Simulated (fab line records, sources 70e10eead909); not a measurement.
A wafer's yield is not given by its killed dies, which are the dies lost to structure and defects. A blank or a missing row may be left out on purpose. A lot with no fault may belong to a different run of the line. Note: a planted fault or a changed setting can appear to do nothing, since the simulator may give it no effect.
Which of the tools did it? / flow nand-harc / Sampling: 11 lots, 33 wafers, 4 of 1302 route steps

## WHAT THE GAUGES READ, wafer by wafer
NHARC_P_GATE_CD_MEAS_59: target cd 720 nm.
lot=L581; measured=day 5 20:08; on=cd-sem-01; cd-nm (nm)=717.8 720.4 718.1
lot=L585; measured=day 7 15:56; on=cd-sem-03; cd-nm (nm)=721.1 719.7 721.5
lot=L586; measured=day 7 16:19; on=cd-sem-03; cd-nm (nm)=722.0 721.7 720.0
lot=L588; measured=day 8 13:22; on=cd-sem-01; cd-nm (nm)=721.5 720.5 720.9
lot=L589; measured=day 8 19:13; on=cd-sem-03; cd-nm (nm)=719.6 718.2 719.2
lot=L590; measured=day 9 14:16; on=cd-sem-01; cd-nm (nm)=721.9 721.5 721.5
lot=L593; measured=day 10 09:29; on=cd-sem-02; cd-nm (nm)=721.3 719.7 719.9
lot=L594; measured=day 11 00:01; on=cd-sem-01; cd-nm (nm)=713.9 712.3 714.6
lot=L595; measured=day 11 17:04; on=cd-sem-02; cd-nm (nm)=722.8 722.8 723.7
lot=L603; measured=day 14 20:40; on=cd-sem-01; cd-nm (nm)=721.1 723.0 721.5
lot=L604; measured=day 15 08:16; on=cd-sem-01; cd-nm (nm)=718.8 720.4 718.8

## WHICH TOOL RAN EACH LOT (tool, then ch and the chambers of the sampled wafers, then the start)
lot=L581; NHARC_P_GATE_ETCH_104=rie-diel-04 ch 0,3, day 5 06:40; NHARC_P_GATE_ETCH_114=rie-diel-04 ch 1,2,3, day 5 18:22 or earlier; NHARC_P_GATE_EXPOSE_56=krf-scanner-03 ch 0, day 5 19:59
lot=L585; NHARC_P_GATE_ETCH_104=rie-diel-03 ch 0,2,3, day 7 02:35; NHARC_P_GATE_ETCH_114=rie-diel-03 ch 1,2,3, day 7 14:13 or earlier; NHARC_P_GATE_EXPOSE_56=krf-scanner-03 ch 0, day 7 15:47
lot=L586; NHARC_P_GATE_ETCH_104=rie-diel-05 ch 2,3, day 7 02:46; NHARC_P_GATE_ETCH_114=rie-diel-05 ch 1,2,3, day 7 14:32 or earlier; NHARC_P_GATE_EXPOSE_56=krf-scanner-02 ch 0, day 7 16:10
lot=L588; NHARC_P_GATE_ETCH_104=rie-diel-03 ch 0,1, day 7 23:50; NHARC_P_GATE_ETCH_114=rie-diel-03 ch 0,2,3, day 8 11:37 or earlier; NHARC_P_GATE_EXPOSE_56=krf-scanner-04 ch 0, day 8 13:13
lot=L589; NHARC_P_GATE_ETCH_104=rie-diel-04 ch 0,1,2, day 8 05:50; NHARC_P_GATE_ETCH_114=rie-diel-04 ch 0,2,3, day 8 17:27 or earlier; NHARC_P_GATE_EXPOSE_56=krf-scanner-02 ch 0, day 8 19:04
lot=L590; NHARC_P_GATE_ETCH_104=rie-diel-05 ch 0,1,2, day 8 22:59; NHARC_P_GATE_ETCH_114=rie-diel-05 ch 0,1,3, day 9 12:39 or earlier; NHARC_P_GATE_EXPOSE_56=krf-scanner-02 ch 0, day 9 14:07
lot=L593; NHARC_P_GATE_ETCH_104=rie-diel-05 ch 1,2,3, day 9 20:24; NHARC_P_GATE_ETCH_114=rie-diel-05 ch 1,2, day 10 07:51 or earlier; NHARC_P_GATE_EXPOSE_56=krf-scanner-02 ch 0, day 10 09:20
lot=L594; NHARC_P_GATE_ETCH_104=rie-diel-04 ch 0,1, day 10 10:33; NHARC_P_GATE_ETCH_114=rie-diel-04 ch 0,1, day 10 22:16 or earlier; NHARC_P_GATE_EXPOSE_56=krf-scanner-03 ch 0, day 10 23:52
lot=L595; NHARC_P_GATE_ETCH_104=rie-diel-03 ch 0,1,2, day 11 03:36; NHARC_P_GATE_ETCH_114=rie-diel-03 ch 0,1, day 11 15:19 or earlier; NHARC_P_GATE_EXPOSE_56=krf-scanner-02 ch 0, day 11 16:55
lot=L603; NHARC_P_GATE_ETCH_104=rie-diel-04 ch 0,1,3, day 14 07:18; NHARC_P_GATE_ETCH_114=rie-diel-04 ch 0,2,3, day 14 19:01 or earlier; NHARC_P_GATE_EXPOSE_56=krf-scanner-04 ch 0, day 14 20:30
lot=L604; NHARC_P_GATE_ETCH_104=rie-diel-05 ch 1,2,3, day 14 18:55; NHARC_P_GATE_ETCH_114=rie-diel-05 ch 1,3, day 15 06:31 or earlier; NHARC_P_GATE_EXPOSE_56=krf-scanner-03 ch 0, day 15 08:07
- NHARC_P_GATE_ETCH_104: etches the open film in CF4/CHF3, target depth 60 nm.
- NHARC_P_GATE_ETCH_114: etches the open film in CF4/O2, target depth 30 nm, overetch 3 nm, time 16.5 s.
- NHARC_P_GATE_EXPOSE_56: exposes mask P PSD, target cd 720 nm.

## THE ANSWER, worked out from the rows above alone
Rule: usual is defined by the lots themselves. The widest of any qualifying gaps counts: lots, ordered by their means at a reading, are off when they make up no more than a third of the lots, leave a main group of 4 or more, and stand apart from it by 3 or more times the standard deviation of that group's means. The tables above print the reading to a certain number of digits; a main group whose means all agree to those digits is not used. A lot without any number at a reading at which 4 lots or more have one is off too. Where the step has rows for the other lots, those lots are counted as sound.
Off: L594, at NHARC_P_GATE_CD_MEAS_59 (cd-nm). Main group: mean 720.7 nm, sd 1.3.
If a tool, at a process step before that reading, ran all the lots that are off and no sound lot after the first of them, it fits. Gauges at NHARC_P_GATE_CD_MEAS_59: tried the same way as those tools. NHARC_P_GATE_ETCH_114 gives no start for some lots, so the hours and the order of its lots are those of NHARC_P_GATE_CD_MEAS_46. No candidate that was tried fits.

## WHAT HAD BEEN PUT IN BY THE SIMULATOR
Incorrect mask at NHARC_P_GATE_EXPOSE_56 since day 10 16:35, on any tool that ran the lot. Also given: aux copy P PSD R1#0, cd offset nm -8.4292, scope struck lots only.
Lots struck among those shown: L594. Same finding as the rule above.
